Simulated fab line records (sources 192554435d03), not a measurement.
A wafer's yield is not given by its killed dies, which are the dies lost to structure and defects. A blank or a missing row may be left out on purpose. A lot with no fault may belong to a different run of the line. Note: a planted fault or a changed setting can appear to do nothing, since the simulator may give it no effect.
Which tool did it? ; flow n5Finfet ; 12 lots, 36 wafers sampled, at 4 steps of a route of 1938

WHAT THE GAUGES READ, wafer by wafer
N5_BEOL_M7_OVL_MEAS_12.
lot;measured;on;M7_OVL (nm)
L076;day 8 22:35;overlay-01;1.5 0.5 0.0
L078;day 9 22:35;overlay-01;-0.2 -0.3 -1.8
L079;day 10 04:38;overlay-01;0.0 0.4 -0.6
L083;day 11 01:40;overlay-01;-0.2 -0.7 0.3
L082;day 11 05:23;overlay-02;-0.6 -1.1 -0.4
L085;day 11 13:21;overlay-02;0.8 0.9 0.9
L088;day 12 04:52;overlay-02;-0.4 -0.1 -0.7
L090;day 12 22:02;overlay-01;-1.4 -2.2 -0.2
L089;day 12 22:24;overlay-01;-0.3 -1.0 -0.4
L093;day 13 21:04;overlay-01;-0.2 -0.8 0.2
L094;day 14 01:39;overlay-01;-0.3 1.0 0.7
L096;day 14 19:16;overlay-01;-0.8 -0.1 -0.3

WHAT TOOL EACH LOT RAN ON (gives the tool, then ch and the chambers of the sampled wafers, and finally the start)
lot;N5_BEOL_M6_ETCH_66;N5_BEOL_M6_TRENCH_ETCH_37;N5_BEOL_M6_ANNEAL_51
L076;rieDiel-01 ch 1,3, day 8 16:40;rieDiel-01 ch 1,3, day 8 19:41 or earlier;rtpAnneal-01 ch 0, day 8 19:41
L078;rieDiel-04 ch 0,2,3, day 9 17:29;rieDiel-04 ch 0,2,3, day 9 19:14 or earlier;rtpAnneal-02 ch 0, day 9 19:14
L079;rieDiel-01 ch 0,2,3, day 9 22:25;rieDiel-01 ch 0,2,3, day 10 00:45 or earlier;rtpAnneal-02 ch 0, day 10 00:45
L083;rieDiel-01 ch 0,2,3, day 10 18:21;rieDiel-01 ch 0,2,3, day 10 20:35 or earlier;rtpAnneal-01 ch 0, day 10 20:35
L082;rieDiel-06 ch 0,1,2, day 10 20:35;rieDiel-06 ch 0,1,2, day 11 01:23 or earlier;rtpAnneal-01 ch 0, day 11 01:23
L085;rieDiel-04 ch 0,1, day 11 07:41;rieDiel-04 ch 2,3, day 11 10:19 or earlier;rtpAnneal-02 ch 0, day 11 10:19
L088;rieDiel-06 ch 0,2,3, day 11 22:29;rieDiel-06 ch 0,2,3, day 12 00:34 or earlier;rtpAnneal-02 ch 0, day 12 00:34
L090;rieDiel-01 ch 1,2, day 12 14:28;rieDiel-01 ch 1,2, day 12 18:22 or earlier;rtpAnneal-02 ch 0, day 12 18:22
L089;rieDiel-01 ch 2,3, day 12 17:05;rieDiel-01 ch 2,3, day 12 19:29 or earlier;rtpAnneal-02 ch 0, day 12 19:29
L093;rieDiel-04 ch 1,3, day 13 14:22;rieDiel-04 ch 1,3, day 13 17:44 or earlier;rtpAnneal-02 ch 0, day 13 17:44
L094;rieDiel-04 ch 0,2,3, day 13 20:42;rieDiel-04 ch 0,2,3, day 13 22:57 or earlier;rtpAnneal-02 ch 0, day 13 22:57
L096;rieDiel-06 ch 0,1,3, day 14 11:51;rieDiel-06 ch 0,1,3, day 14 14:28 or earlier;rtpAnneal-02 ch 0, day 14 14:28
- N5_BEOL_M6_ETCH_66: etches SOC in N2/H2, target depth 80 nm, overetch 16 nm, time 120 s.
- N5_BEOL_M6_TRENCH_ETCH_37: etches SiCOH lowk in C4F6/O2, target depth 94.435 nm, time 31.5 s.
- N5_BEOL_M6_ANNEAL_51: time 90 s.

THE ANSWER, worked out from the rows above alone
Rule: usual is defined by the lots themselves. Put in order of their means at a reading, lots are off if they are a third of the lots or fewer, leave a main group of 4 or more, and stand apart from it by a gap of 3 or more times the standard deviation of the main group's means; of several such gaps the widest counts. A main group is skipped when, at the precision printed for the reading in the tables above, its means are all equal. A lot without any number at a reading at which 4 lots or more have one is off too. All remaining lots with rows at the step are treated as sound.
No lot is off on any of the readings shown, so nothing can be concluded from this.

WHAT THE SIMULATOR PUT IN
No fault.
